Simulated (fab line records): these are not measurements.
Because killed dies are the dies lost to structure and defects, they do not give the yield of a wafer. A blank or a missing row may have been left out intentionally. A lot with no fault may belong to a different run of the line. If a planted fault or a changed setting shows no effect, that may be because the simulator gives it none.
fab line records ; flow nandHarc
record lots=4; wafers=12; lastDay=33
route steps=1302 shown A_M0@1150 A_M1@1169 END@1302
lots with no fault: from the same line, run without faults
startH: hours from the record's first day to the start of the lot's first wafer shown ; waitH: time in hours since the lot's previous step ; " repeats the value in the row above ; L1.1+2: one row covering several wafers at once ; - no value, or no start given ; * or withheld: withheld ; < > ~ a bound
route shown NAME@n: a module of which the file shows steps, and the number in the route of the first ; usual: mean and standard deviation over wafers with no fault ; same: alike in all rows ; chamber/n: place in a boat ; sites: per-site readings ; _std_site: standard deviation of those values ; _edge_site: inner sites' mean taken away from outer sites' mean ; radiusMm: how far each site lies from the wafer's centre ; mask NAME#n: copy n ; behind: the last tool/chamber to shape the wafer ; hold: reason for holding the lot/hours on hold/outcome of the hold ; device: which transistor (n, p or np) failed to switch ; end of line: the tests these same wafers got at the end of their route ; for a step that has no rows: nothing shown but its recipe ; killed: the dies lost at the first sort to structure and to defects; this is not the yield of the wafer ; map: dies across one wafer; x = killed, . = not, _ = none there
set.NAME: the run value of the setting; set.NAME@STEP: its run value at that earlier step ; model.NAME: the simulator's own value behind a step, which no gauge read
lots seen at some steps along the route; tables by step, rows by wafer
services: the hour from which a tool's chamber was out of use, counted from the record's first day as startH (under 0 if before that day), plus the number of hours and why
## steps
# step NHARC_A_M0_DESCUM_14
# recipe timeS=3; o2FlowSccm=200; arFlowSccm=0; biasPowerW=0; chemistry=O2
# step NHARC_A_M0_ETCH_34
# recipe targetDepthA=400; overetchA=120; timeS=43.94; ionEnergyEv=200; n2FlowSccm=150; h2FlowSccm=150; arFlowSccm=0; rfW=400; biasW=150; chemistry=N2/H2
# step NHARC_A_M0_ETCH_15
# recipe targetDepthA=1500; overetchA=150; timeS=82.5; c4f8FlowSccm=withheld; arFlowSccm=400; rfW=600; biasW=300; chemistry=C4F8/Ar
# step NHARC_A_M0_STRIP_18
# recipe powerW=1000; n2FlowSccm=150; h2FlowSccm=150; arFlowSccm=0; biasW=0; chemistry=N2/H2
# step NHARC_A_M0_STRIP_19
# recipe timeS=600; tempC=30; chemistry=postEtchResidueRemover
# step NHARC_A_M0_DEGAS_28
# recipe tempC=250; timeS=60
# step NHARC_A_M0_PRE_CLEAN_29
# recipe timeS=30; tempC=280; gas=H2/He
# step NHARC_A_M0_PVD_20
# recipe targetThkA=50; biasV=168.6; powerW=15000; chamberPressurePa=0.12; timeS=8.06; substrateTempC=50; material=TaN
# step NHARC_A_M0_PVD_21
# recipe targetThkA=300; chamberPressurePa=5; powerW=5000; substrateTempC=30; timeS=20.49; material=Cu
# usual cathodeDcPowerW=5000.0/0.79; throttleValvePct=29.9/1
lot.wafer;tool;chamber;startH;waitH;cathodeDcPowerW;throttleValvePct
L919.4;pvdSputter-01;-;578.95;-;5000.1;29.7
L919.5;pvdSputter-01;-;578.95;-;5000.1;31.3
L919.6;pvdSputter-01;-;578.95;-;5000.3;30.3
L925.2;pvdSputter-01;-;642.65;-;5000.3;29.0
L925.1;pvdSputter-01;-;642.65;-;5001.0;31.5
L925.6;pvdSputter-01;-;642.65;-;5000.0;28.9
L928.4;pvdSputter-01;-;663.87;-;5000.3;30.8
L928.2;pvdSputter-01;-;663.87;-;4999.1;29.2
L928.5;pvdSputter-01;-;663.87;-;4999.6;31.2
L937.1;pvdSputter-03;-;751.78;-;5000.4;30.3
L937.4;pvdSputter-03;-;751.78;-;5001.6;29.2
L937.5;pvdSputter-03;-;751.78;-;4999.2;29.1
# step NHARC_A_M0_ECD_22
# recipe targetThkA=4000; bathTempC=25; material=Cu
# step NHARC_A_M0_ANNEAL_30
# recipe tempC=225; timeS=90
# step NHARC_A_M0_CMP_23
# recipe tOverpolishS=20; targetThkNm=113.75
# step NHARC_A_M0_SRD_25
# step NHARC_A_M0_PRE_CLEAN_31
# recipe timeS=12; tempC=370; rfPowerW=300; gas=NH3
# step NHARC_A_M0_DEP_32
# recipe targetThkA=300; tempC=370; targetThkNm=30; pressureTorr=3; flowSccm=200; rfW=450; material=SiCN
# step NHARC_A_M1_DEP_00
# recipe targetThkA=1825; targetThkNm=182.5; tempC=withheld; pressureTorr=5; flowSccm=200; rfW=600; material=SiOC
# step NHARC_A_M1_DEHYDRATE_01
# recipe tempC=150; timeS=120
# step NHARC_A_M1_HMDS_02
# recipe timeS=30
# step NHARC_A_M1_COAT_34
# recipe tempC=200; timeS=65
# step NHARC_A_M1_COAT_03
# recipe spinRpm=1500; resistThkNm=90
# step NHARC_A_M1_SOFTBAKE_04
# recipe tempC=105; timeS=55
# step NHARC_A_M1_EBR_05
# step NHARC_A_M1_EXPOSE_06
# recipe na=1.35; targetCdNm=120; doseMj=75.13; maskId=A_M1
# step NHARC_A_M1_PEB_07
# recipe pebTempC=100; pebTimeS=65
# step NHARC_A_M1_DEVELOP_08
# recipe developTimeS=35; devTempC=23
# step NHARC_A_M1_DESCUM_14
# recipe timeS=3; o2FlowSccm=200; arFlowSccm=0; biasPowerW=0; chemistry=O2
# step NHARC_A_M1_ETCH_35
# recipe targetDepthA=400; overetchA=120; timeS=43.94; ionEnergyEv=200; n2FlowSccm=150; h2FlowSccm=150; arFlowSccm=0; rfW=400; biasW=150; chemistry=N2/H2
# step NHARC_A_M1_ETCH_15
# recipe targetDepthA=1825; timeS=91.2; c4f8FlowSccm=withheld; arFlowSccm=400; rfW=600; biasW=300; chemistry=C4F8/Ar
# step NHARC_A_M1_STRIP_18
# recipe powerW=1000; n2FlowSccm=150; h2FlowSccm=150; arFlowSccm=0; biasW=0; chemistry=N2/H2
# step NHARC_A_M1_ETCH_28
# recipe targetDepthA=300; overEtchFrac=0.3; timeS=72.99; ionEnergyEv=150; cf4FlowSccm=50; n2FlowSccm=100; arFlowSccm=150; rfW=300; biasW=100; chemistry=CF4/N2
# step NHARC_A_M1_STRIP_19
# recipe timeS=600; tempC=30; chemistry=postEtchResidueRemover
# step NHARC_END_SORT_01
# recipe tempC=25
# usual defectLimitedYield=91.1/2.9; killedAtArray=55/19; killedAtOther=0.8/1.1; killedAtPeriphery=4.0/2.6; killedDies=60/20; killedOpen=3.4/1.7; killedShort=2.6/1.5
# same grossDies=677
lot.wafer;tool;chamber;startH;waitH;defectLimitedYield[%];killedAtArray;killedAtOther;killedAtPeriphery;killedDies;killedOpen;killedShort
L919.4;prober-02;0;620.58;3.4;89.5;67;0;4;71;4;2
L919.5;prober-02;0;621.38;3.7;88.2;75;1;4;80;6;5
L919.6;prober-02;0;622.17;4.0;89.1;70;0;4;74;6;3
L925.1;prober-02;0;682.49;2.5;0;674;0;3;677;4;1
L925.2;prober-02;0;683.28;2.8;92.9;43;1;4;48;4;2
L925.6;prober-02;0;686.43;3.9;93.6;40;1;2;43;4;4
L928.4;prober-02;0;703.48;3.4;0;669;1;7;677;6;2
# killed by level:class
L919.4 A_SLIT:chamberFilmFlake=25 A_CHANNEL_HOLE_D1:chamberFilmFlake=24 A_CONTACT:chamberFilmFlake=6 A_CHANNEL_HOLE_D2:chamberFilmFlake=5 A_M0:geometricParticle:open=2 P_ZERO_WELL:chamberFilmFlake=2 A_CHANNEL_FILL_D1:geometricParticle:open=1 A_DECK1_JOINT:geometricParticle:short=1
L919.5 A_CHANNEL_HOLE_D1:chamberFilmFlake=32 A_SLIT:chamberFilmFlake=28 A_CHANNEL_HOLE_D2:chamberFilmFlake=5 A_DECK1_JOINT:geometricParticle:short=2 A_CONTACT:chamberFilmFlake=2 P_GATE:geometricParticle:open=1 P_CONTACT:geometricParticle:open=1 P_M0:geometricParticle:open=1
L919.6 A_CHANNEL_HOLE_D1:chamberFilmFlake=29 A_SLIT:chamberFilmFlake=17 A_CHANNEL_HOLE_D2:chamberFilmFlake=8 A_CONTACT:chamberFilmFlake=6 A_M0:geometricParticle:open=2 P_ZERO_WELL:chamberFilmFlake=2 P_M0:geometricParticle:open=1 A_CHANNEL_HOLE_D1:geometricParticle:open=1
L925.1 A_M0:areaPvd=636 A_CHANNEL_HOLE_D2:chamberFilmFlake=11 A_STAIRCASE:chamberFilmFlake=6 A_CHANNEL_HOLE_D1:chamberFilmFlake=5 A_CONTACT:chamberFilmFlake=5 A_SLIT:chamberFilmFlake=4 A_M1:chamberFilmFlake=3 P_GATE:geometricParticle:open=1
L925.2 A_CHANNEL_HOLE_D2:chamberFilmFlake=18 A_STAIRCASE:chamberFilmFlake=7 A_CONTACT:chamberFilmFlake=6 A_CHANNEL_HOLE_D1:chamberFilmFlake=4 A_M1:chamberFilmFlake=2 P_GATE:geometricParticle:open=1 P_CONTACT:geometricParticle:short=1 P_CONTACT:geometricParticle:open=1
L925.6 A_CHANNEL_HOLE_D2:chamberFilmFlake=18 A_CONTACT:chamberFilmFlake=6 A_M1:chamberFilmFlake=3 A_CHANNEL_HOLE_D1:chamberFilmFlake=2 A_STAIRCASE:chamberFilmFlake=2 A_SLIT:chamberFilmFlake=2 P_GATE:geometricParticle:open=1 A_WL_FILL:geometricParticle:short=1
L928.4 A_M0:areaPvd=615 A_CHANNEL_HOLE_D2:chamberFilmFlake=22 A_CHANNEL_HOLE_D1:chamberFilmFlake=12 A_SLIT:chamberFilmFlake=5 P_BONDPAD:chamberFilmFlake=3 A_STAIRCASE:chamberFilmFlake=3 A_CONTACT:chamberFilmFlake=3 A_CHANNEL_FILL_D1:geometricParticle:open=2
# map L925.1 (x killed, . not)
____________x____________
_________xxxxxxx_________
_______xxxxxxxxxxx_______
______xxxxxxxxxxxxx______
_____xxxxxxxxxxxxxxx_____
____xxxxxxxxxxxxxxxxx____
____xxxxxxxxxxxxxxxxx____
___xxxxxxxxxxxxxxxxxxx___
___xxxxxxxxxxxxxxxxxxx___
__xxxxxxxxxxxxxxxxxxxxx__
__xxxxxxxxxxxxxxxxxxxxx__
_xxxxxxxxxxxxxxxxxxxxxxx_
_xxxxxxxxxxxxxxxxxxxxxxx_
_xxxxxxxxxxxxxxxxxxxxxxx_
_xxxxxxxxxxxxxxxxxxxxxxx_
_xxxxxxxxxxxxxxxxxxxxxxx_
xxxxxxxxxxxxxxxxxxxxxxxxx
xxxxxxxxxxxxxxxxxxxxxxxxx
xxxxxxxxxxxxxxxxxxxxxxxxx
xxxxxxxxxxxxxxxxxxxxxxxxx
xxxxxxxxxxxxxxxxxxxxxxxxx
_xxxxxxxxxxxxxxxxxxxxxxx_
_xxxxxxxxxxxxxxxxxxxxxxx_
_xxxxxxxxxxxxxxxxxxxxxxx_
_xxxxxxxxxxxxxxxxxxxxxxx_
_xxxxxxxxxxxxxxxxxxxxxxx_
__xxxxxxxxxxxxxxxxxxxxx__
__xxxxxxxxxxxxxxxxxxxxx__
___xxxxxxxxxxxxxxxxxxx___
___xxxxxxxxxxxxxxxxxxx___
____xxxxxxxxxxxxxxxxx____
____xxxxxxxxxxxxxxxxx____
_____xxxxxxxxxxxxxxx_____
______xxxxxxxxxxxxx______
_______xxxxxxxxxxx_______
_________xxxxxxx_________
____________x____________
# map L928.4 (x killed, . not)
____________x____________
_________xxxxxxx_________
_______xxxxxxxxxxx_______
______xxxxxxxxxxxxx______
_____xxxxxxxxxxxxxxx_____
____xxxxxxxxxxxxxxxxx____
____xxxxxxxxxxxxxxxxx____
___xxxxxxxxxxxxxxxxxxx___
___xxxxxxxxxxxxxxxxxxx___
__xxxxxxxxxxxxxxxxxxxxx__
__xxxxxxxxxxxxxxxxxxxxx__
_xxxxxxxxxxxxxxxxxxxxxxx_
_xxxxxxxxxxxxxxxxxxxxxxx_
_xxxxxxxxxxxxxxxxxxxxxxx_
_xxxxxxxxxxxxxxxxxxxxxxx_
_xxxxxxxxxxxxxxxxxxxxxxx_
xxxxxxxxxxxxxxxxxxxxxxxxx
xxxxxxxxxxxxxxxxxxxxxxxxx
xxxxxxxxxxxxxxxxxxxxxxxxx
xxxxxxxxxxxxxxxxxxxxxxxxx
xxxxxxxxxxxxxxxxxxxxxxxxx
_xxxxxxxxxxxxxxxxxxxxxxx_
_xxxxxxxxxxxxxxxxxxxxxxx_
_xxxxxxxxxxxxxxxxxxxxxxx_
_xxxxxxxxxxxxxxxxxxxxxxx_
_xxxxxxxxxxxxxxxxxxxxxxx_
__xxxxxxxxxxxxxxxxxxxxx__
__xxxxxxxxxxxxxxxxxxxxx__
___xxxxxxxxxxxxxxxxxxx___
___xxxxxxxxxxxxxxxxxxx___
____xxxxxxxxxxxxxxxxx____
____xxxxxxxxxxxxxxxxx____
_____xxxxxxxxxxxxxxx_____
______xxxxxxxxxxxxx______
_______xxxxxxxxxxx_______
_________xxxxxxx_________
____________x____________
## services
tool;chamber;startH;hours;kind
pvdSputter-01;-;582.00;10.0;pm
pvdSputter-01;-;687.57;7.6;repair
pvdSputter-03;-;704.03;10.0;pm
pvdSputter-03;-;733.46;1.7;repair
## key
firstSign step=NHARC_END_SORT_01; reading=killedAtArray; direction=up; sigmas=32; usual=55; struck=672
effect step=NHARC_END_SORT_01; reading=defectLimitedYield; direction=down; sigmas=31; usual=91.1; struck=0
moreKillsBornAt NHARC_A_M0_PVD_21@pvdSputter-01=1251
metAt NHARC_A_M0_PVD_21
struckWafers L925.1,L928.4
laterRowsLeftOut L925.1,L928.4
onsetBetween 578.95 642.65
fault kind=processParameterDrift; tool=pvdSputter-01; chamber=-; onsetH=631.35; steps=NHARC_A_M0_PVD_21; channel=targetThkA; offset=*; shape=step; endH=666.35; scope=struckWafersOnly; actsIn=*; stated=*
# laterRowsLeftOut: the simulator's readings of these wafers behind a module that went badly wrong aren't trusted and aren't shown, but for the sort
